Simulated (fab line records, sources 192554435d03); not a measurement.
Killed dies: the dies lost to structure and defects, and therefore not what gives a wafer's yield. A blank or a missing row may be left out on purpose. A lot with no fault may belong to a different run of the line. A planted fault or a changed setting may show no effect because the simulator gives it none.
Split-lot study :: flow n5-finfet :: 21 wafers read across 7 lots, on a route 1938 steps long

ON THE SPLIT
At N5_BEOL_M0_SAQP_ETCH_88 (etches underlayer in N2/H2, target depth 6.5 nm, time 5.2 s), the setting source-w was moved away from the recipe's 840 W on 5 of the 21 wafers read, by -7.9% to +13.1%. All remaining wafers had this setting at the recipe value.

Reading taken at the split's own step.

THE READING
rf-vpp-V, in V, at N5_BEOL_M0_SAQP_ETCH_88 (etches underlayer in N2/H2, target depth 6.5 nm, time 5.2 s). A value of 523.7 V with a standard deviation of 2.4 V is what fault-free wafers of this fab line usually give.

wafer: L083.3
tool, chamber at the split: rie-diel-03, 2
source-w as run, W: 840
against the recipe: recipe
rf-vpp-V, V: 520.2
against lot-mates on the recipe: -

wafer: L083.4
tool, chamber at the split: rie-diel-03, 3
source-w as run, W: 773.8
against the recipe: -7.9%
rf-vpp-V, V: 541.5
against lot-mates on the recipe: +19.1

wafer: L083.6
tool, chamber at the split: rie-diel-03, 0
source-w as run, W: 840
against the recipe: recipe
rf-vpp-V, V: 524.6
against lot-mates on the recipe: -

wafer: L090.1
tool, chamber at the split: rie-diel-03, 2
source-w as run, W: 840
against the recipe: recipe
rf-vpp-V, V: 518.9
against lot-mates on the recipe: -

wafer: L090.2
tool, chamber at the split: rie-diel-03, 3
source-w as run, W: 840
against the recipe: recipe
rf-vpp-V, V: 526.0
against lot-mates on the recipe: -

wafer: L090.6
tool, chamber at the split: rie-diel-03, 1
source-w as run, W: 840
against the recipe: recipe
rf-vpp-V, V: 522.4
against lot-mates on the recipe: -

wafer: L089.2
tool, chamber at the split: rie-diel-03, 0
source-w as run, W: 840
against the recipe: recipe
rf-vpp-V, V: 524.8
against lot-mates on the recipe: -

wafer: L089.5
tool, chamber at the split: rie-diel-03, 3
source-w as run, W: 840
against the recipe: recipe
rf-vpp-V, V: 525.9
against lot-mates on the recipe: -

wafer: L089.6
tool, chamber at the split: rie-diel-03, 0
source-w as run, W: 840
against the recipe: recipe
rf-vpp-V, V: 525.2
against lot-mates on the recipe: -

wafer: L091.2
tool, chamber at the split: rie-diel-03, 0
source-w as run, W: 840
against the recipe: recipe
rf-vpp-V, V: 524.4
against lot-mates on the recipe: -

wafer: L091.4
tool, chamber at the split: rie-diel-03, 1
source-w as run, W: 840
against the recipe: recipe
rf-vpp-V, V: 521.0
against lot-mates on the recipe: -

wafer: L091.5
tool, chamber at the split: rie-diel-03, 3
source-w as run, W: 840
against the recipe: recipe
rf-vpp-V, V: 526.5
against lot-mates on the recipe: -

wafer: L092.1
tool, chamber at the split: rie-diel-03, 1
source-w as run, W: 775.8
against the recipe: -7.6%
rf-vpp-V, V: 537.6
against lot-mates on the recipe: +17.9

wafer: L092.3
tool, chamber at the split: rie-diel-03, 3
source-w as run, W: 775.8
against the recipe: -7.6%
rf-vpp-V, V: 540.2
against lot-mates on the recipe: +20.5

wafer: L092.5
tool, chamber at the split: rie-diel-03, 2
source-w as run, W: 840
against the recipe: recipe
rf-vpp-V, V: 519.7
against lot-mates on the recipe: -

wafer: L094.2
tool, chamber at the split: rie-diel-01, 1
source-w as run, W: 840
against the recipe: recipe
rf-vpp-V, V: 524.7
against lot-mates on the recipe: -

wafer: L094.4
tool, chamber at the split: rie-diel-01, 0
source-w as run, W: 937.2
against the recipe: +11.6%
rf-vpp-V, V: 503.5
against lot-mates on the recipe: -18.5

wafer: L094.6
tool, chamber at the split: rie-diel-01, 3
source-w as run, W: 840
against the recipe: recipe
rf-vpp-V, V: 519.3
against lot-mates on the recipe: -

wafer: L097.1
tool, chamber at the split: rie-diel-03, 2
source-w as run, W: 840
against the recipe: recipe
rf-vpp-V, V: 518.2
against lot-mates on the recipe: -

wafer: L097.2
tool, chamber at the split: rie-diel-03, 0
source-w as run, W: 840
against the recipe: recipe
rf-vpp-V, V: 525.7
against lot-mates on the recipe: -

wafer: L097.4
tool, chamber at the split: rie-diel-03, 1
source-w as run, W: 949.8
against the recipe: +13.1%
rf-vpp-V, V: 501.0
against lot-mates on the recipe: -21.0

THE FIT
A straight line over all 21 wafers: rf-vpp-V changes by -1.87 V for each +1% of source-w; r = -0.96; the points scatter about the line by 2.9 V.
The same after taking each lot's own level away (the mean of its wafers on the recipe; 21 wafers): -1.93 V for each +1%; r = -0.96; scatter 2.9 V.
That fit puts the effect of the largest move of source-w on the reading at 25 V.
The lots' own levels span 519.70 to 525.30 V, that is 2.3 times the standard deviation above.
Consequently the slope shifts little with the lot-to-lot level, the two slopes agreeing.
Check: -26.4 V against its lot-mates is what the line predicts for one of the wafers moved furthest among these (+13.1%) when that wafer is left out of the fit. It came out at -21 V against them.
Tool readings at the split's step, against how far the setting was moved: rf-vpp-V r = -0.96.

THE OTHER SPLITS THESE WAFERS WENT THROUGH
Note: prior to the reading, these wafers also went through further splits. Each is held against what the fit with the lots' levels taken away leaves over:
other split on the same wafers: N5_MOL_CONTACT_COAG_COAT_76 spin-rpm
wafers away from the commonest value: 8
r with rf-vpp-V (lot level and that fit taken away): -0.39

other split on the same wafers: N5_BEOL_M0_SAQP_PECVD_96 time-s
wafers away from the commonest value: 5
r with rf-vpp-V (lot level and that fit taken away): -0.28

FILE'S OWN FIT
rf-vpp-V changes by -1.84 V for each +1% of source-w, r = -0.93.
